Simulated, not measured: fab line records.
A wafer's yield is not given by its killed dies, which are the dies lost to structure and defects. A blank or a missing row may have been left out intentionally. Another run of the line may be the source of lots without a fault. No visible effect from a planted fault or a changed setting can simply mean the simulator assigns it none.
Which tool did it?    flow n5_finfet    Sampling: 24 lots, 72 wafers, 3 of 1938 route steps

WHAT THE GAUGES SHOWED, per wafer
N5_BEOL_M4_CD_MEAS_35: target cd 18 nm, target cd y 22.4 nm. Usual: 18.0 nm for cd_nm, sd 0.34.
lot   measured      on         cd_nm (nm)      flag
L074  day 7 07:46   cd_sem-02  17.6 17.8 17.8  
L075  day 8 04:22   cd_sem-02  17.6 17.9 17.7  
L076  day 8 07:23   cd_sem-03  17.9 18.2 18.4  
L077  day 8 10:16   cd_sem-03  17.8 17.9 17.7  
L078  day 8 13:23   cd_sem-01  17.9 17.7 17.4  
L079  day 8 22:53   cd_sem-03  18.2 18.2 18.8  
L080  day 9 08:48   cd_sem-01  18.1 18.6 18.4  
L082  day 9 08:59   cd_sem-01  17.9 18.0 18.3  
L081  day 9 15:29   cd_sem-02  18.4 17.3 18.1  
L083  day 9 16:20   cd_sem-01  18.4 17.7 17.8  
L084  day 10 06:32  cd_sem-02  18.2 17.8 17.9  
L085  day 10 07:43  cd_sem-03  17.8 17.9 17.9  
L087  day 10 21:03  cd_sem-03  18.0 17.8 17.8  
L086  day 11 02:34  cd_sem-03  18.1 17.5 17.9  
L089  day 11 05:10  cd_sem-03  17.8 18.4 18.1  
L088  day 11 09:04  cd_sem-02  17.4 17.9 17.6  
L090  day 11 12:49  cd_sem-01  17.7 18.0 17.9  
L091  day 11 22:41  cd_sem-03  18.0 18.3 17.8  
L092  day 12 04:15  cd_sem-03  18.4 18.2 18.4  
L094  day 12 10:52  cd_sem-02  17.7 17.5 18.5  
L093  day 12 10:58  cd_sem-01  17.5 18.2 18.0  
L095  day 12 16:30  cd_sem-02  18.1 18.2 17.6  
L096  day 13 02:22  cd_sem-03  18.4 18.7 18.5  
L097  day 13 18:31  cd_sem-03  18.0 18.2 18.4  

TOOL THAT RAN EACH LOT (tool first, then ch and the chambers of the sampled wafers, then the start)
lot   N5_BEOL_M4_VIA_ETCH_34              N5_BEOL_M4_TRENCH_ETCH_37
L074  rie_diel-04 ch 1,3, day 7 07:21     rie_diel-04 ch 1,3, day 7 07:46 or earlier
L075  rie_diel-01 ch 0,1,3, day 8 03:56   rie_diel-01 ch 0,1,3, day 8 04:22 or earlier
L076  rie_diel-04 ch 0,1, day 8 06:59     rie_diel-04 ch 0,1, day 8 07:23 or earlier
L077  rie_diel-04 ch 1,3, day 8 09:52     rie_diel-04 ch 1,3, day 8 10:16 or earlier
L078  rie_diel-01 ch 0,3, day 8 12:58     rie_diel-01 ch 0,3, day 8 13:23 or earlier
L079  rie_diel-05 ch 2,3, day 8 22:28     rie_diel-05 ch 2,3, day 8 22:53 or earlier
L080  rie_diel-05 ch 2,3, day 9 08:23     rie_diel-05 ch 2,3, day 9 08:48 or earlier
L082  rie_diel-04 ch 0,2,3, day 9 08:35   rie_diel-04 ch 0,2,3, day 9 08:59 or earlier
L081  rie_diel-04 ch 1,2,3, day 9 15:04   rie_diel-04 ch 1,2,3, day 9 15:29 or earlier
L083  rie_diel-04 ch 0,3, day 9 15:55     rie_diel-04 ch 0,3, day 9 16:20 or earlier
L084  rie_diel-04 ch 0,2, day 10 06:08    rie_diel-04 ch 0,2, day 10 06:32 or earlier
L085  rie_diel-01 ch 0,1,2, day 10 07:19  rie_diel-01 ch 0,1,2, day 10 07:43 or earlier
L087  rie_diel-05 ch 0,1, day 10 20:38    rie_diel-05 ch 0,1, day 10 21:03 or earlier
L086  rie_diel-01 ch 0,1,3, day 11 02:11  rie_diel-01 ch 0,1,3, day 11 02:34 or earlier
L089  rie_diel-04 ch 1,2,3, day 11 04:46  rie_diel-04 ch 1,2,3, day 11 05:10 or earlier
L088  rie_diel-04 ch 1,3, day 11 08:39    rie_diel-04 ch 1,3, day 11 09:04 or earlier
L090  rie_diel-04 ch 2,3, day 11 12:24    rie_diel-04 ch 2,3, day 11 12:49 or earlier
L091  rie_diel-05 ch 0,1,3, day 11 22:17  rie_diel-05 ch 0,1,3, day 11 22:41 or earlier
L092  rie_diel-05 ch 1,2, day 12 03:50    rie_diel-05 ch 1,2, day 12 04:15 or earlier
L094  rie_diel-05 ch 2,3, day 12 10:27    rie_diel-05 ch 2,3, day 12 10:52 or earlier
L093  rie_diel-01 ch 1,2, day 12 10:29    rie_diel-01 ch 1,2, day 12 10:58 or earlier
L095  rie_diel-04 ch 0,2, day 12 16:05    rie_diel-04 ch 0,2, day 12 16:30 or earlier
L096  rie_diel-05 ch 0,1,3, day 13 01:57  rie_diel-05 ch 0,1,3, day 13 02:22 or earlier
L097  rie_diel-04 ch 2,3, day 13 18:06    rie_diel-04 ch 2,3, day 13 18:31 or earlier
- N5_BEOL_M4_VIA_ETCH_34: etches the open film in C4F6/O2, target depth 69.4 nm, time 65.9 s.
- N5_BEOL_M4_TRENCH_ETCH_37: etches SiOC in C4F6/O2, target depth 55.555 nm, time 29.2 s.

WHAT THE TOOLS THEMSELVES READ (means of the sampled wafers that have a number; where no wafer has one, the mark that the record gives instead)
N5_BEOL_M4_VIA_ETCH_34. Usual: bias_w 170.0 W, standard deviation 0.57; drypump_motor_current_A 5.9 A, standard deviation 0.48; oes_product_au 0.78 a.u., standard deviation 0.08; rf_vpp_V 666 V, standard deviation 5; showerhead_plenum_p_Torr 2.86 Torr, standard deviation 0.089; throttle_valve_pct 30.67 %, standard deviation 0.3.
lot   tool         bias_w (W)  drypump_motor_current_A (A)  oes_product_au (a.u.)  rf_vpp_V (V)  showerhead_plenum_p_Torr (Torr)  throttle_valve_pct (%)  flag
L074  rie_diel-04  170.2       5.7                          0.75                   667           2.92                             30.65                   
L075  rie_diel-01  170.2       5.7                          0.82                   666           2.83                             31.03                   
L076  rie_diel-04  170.3       6.3                          0.73                   665           2.74                             30.58                   
L077  rie_diel-04  170.1       5.7                          0.74                   666           2.91                             30.65                   
L078  rie_diel-01  169.7       5.2                          0.76                   660           2.77                             30.86                   
L079  rie_diel-05  169.6       5.9                          0.77                   666           2.93                             30.81                   
L080  rie_diel-05  170.0       5.9                          0.77                   665           2.93                             30.82                   
L082  rie_diel-04  170.3       6.0                          0.78                   663           2.85                             30.42                   
L081  rie_diel-04  170.4       5.7                          0.80                   663           2.90                             30.61                   
L083  rie_diel-04  170.3       6.0                          0.71                   665           2.86                             30.48                   
L084  rie_diel-04  169.9       6.0                          0.83                   659           2.83                             30.35                   
L085  rie_diel-01  169.4       6.2                          0.80                   668           2.87                             31.06                   
L087  rie_diel-05  169.0       6.1                          0.89                   673           2.86                             30.50                   
L086  rie_diel-01  169.5       5.7                          0.80                   664           2.82                             31.04                   
L089  rie_diel-04  169.8       5.7                          0.78                   663           2.89                             30.62                   
L088  rie_diel-04  170.2       5.7                          0.73                   666           2.87                             30.85                   
L090  rie_diel-04  170.1       5.7                          0.75                   663           2.93                             30.47                   
L091  rie_diel-05  170.2       5.8                          0.82                   670           2.87                             30.64                   
L092  rie_diel-05  170.3       6.4                          0.85                   671           2.88                             30.58                   
L094  rie_diel-05  170.7       5.9                          0.74                   665           2.92                             30.84                   
L093  rie_diel-01  170.1       6.6                          0.78                   670           2.86                             31.09                   
L095  rie_diel-04  169.7       6.3                          0.93                   668           2.97                             30.18                   
L096  rie_diel-05  169.8       5.8                          0.80                   670           2.87                             30.64                   
L097  rie_diel-04  170.5       5.7                          0.74                   663           2.92                             30.49                   

N5_BEOL_M4_TRENCH_ETCH_37. Usual: bias_w 185.0 W, standard deviation 0.63; drypump_motor_current_A 5.9 A, standard deviation 0.47; oes_product_au 0.78 a.u., standard deviation 0.08; rf_vpp_V 666 V, standard deviation 5; showerhead_plenum_p_Torr 2.87 Torr, standard deviation 0.088; throttle_valve_pct 20.81 %, standard deviation 0.28.
lot   tool         bias_w (W)  drypump_motor_current_A (A)  oes_product_au (a.u.)  rf_vpp_V (V)  showerhead_plenum_p_Torr (Torr)  throttle_valve_pct (%)  flag
L074  rie_diel-04  184.4       5.7                          0.74                   667           2.92                             20.80                   
L075  rie_diel-01  184.6       5.7                          0.82                   665           2.83                             21.12                   
L076  rie_diel-04  184.9       6.3                          0.73                   665           2.74                             20.77                   
L077  rie_diel-04  184.9       5.7                          0.74                   667           2.92                             20.81                   
L078  rie_diel-01  185.4       5.2                          0.77                   659           2.77                             21.01                   
L079  rie_diel-05  185.0       5.9                          0.77                   665           2.94                             20.96                   
L080  rie_diel-05  184.4       5.9                          0.76                   664           2.94                             20.97                   
L082  rie_diel-04  185.3       6.0                          0.78                   663           2.85                             20.55                   
L081  rie_diel-04  185.4       5.7                          0.80                   664           2.90                             20.72                   
L083  rie_diel-04  184.9       6.0                          0.70                   666           2.86                             20.67                   
L084  rie_diel-04  185.0       6.0                          0.83                   659           2.83                             20.45                   
L085  rie_diel-01  185.5       6.2                          0.80                   669           2.87                             21.11                   
L087  rie_diel-05  185.9       6.1                          0.88                   673           2.86                             20.62                   
L086  rie_diel-01  184.9       5.7                          0.80                   666           2.83                             21.14                   
L089  rie_diel-04  185.4       5.7                          0.78                   664           2.89                             20.74                   
L088  rie_diel-04  185.1       5.7                          0.73                   666           2.87                             20.99                   
L090  rie_diel-04  184.4       5.7                          0.76                   663           2.93                             20.62                   
L091  rie_diel-05  185.0       5.8                          0.81                   670           2.88                             20.79                   
L092  rie_diel-05  184.5       6.4                          0.84                   671           2.88                             20.70                   
L094  rie_diel-05  184.8       5.9                          0.74                   664           2.92                             21.01                   
L093  rie_diel-01  184.9       6.6                          0.78                   670           2.87                             21.16                   
L095  rie_diel-04  184.4       6.3                          0.93                   668           2.98                             20.31                   
L096  rie_diel-05  185.0       5.8                          0.81                   670           2.87                             20.80                   
L097  rie_diel-04  185.1       5.7                          0.73                   662           2.92                             20.63                   

THE ANSWER, worked out from the rows above alone
Rule: a lot is off if the mean of its wafers that have a number lies more than 3 standard deviations from the usual mean. A lot without any number at a reading at which 4 lots or more have one is off too. Any other lot the step has rows for is counted as sound. After the gauges, taken in route order, come the tools' own readings; for these a lot's mean is taken, as printed above. The first step at which some lot is off is used, and at that step the reading that is off furthest; a lot without a number counts as furthest.
No lot is off at any reading shown: from this, nothing can be told.

WHAT THE SIMULATOR HAD INSERTED
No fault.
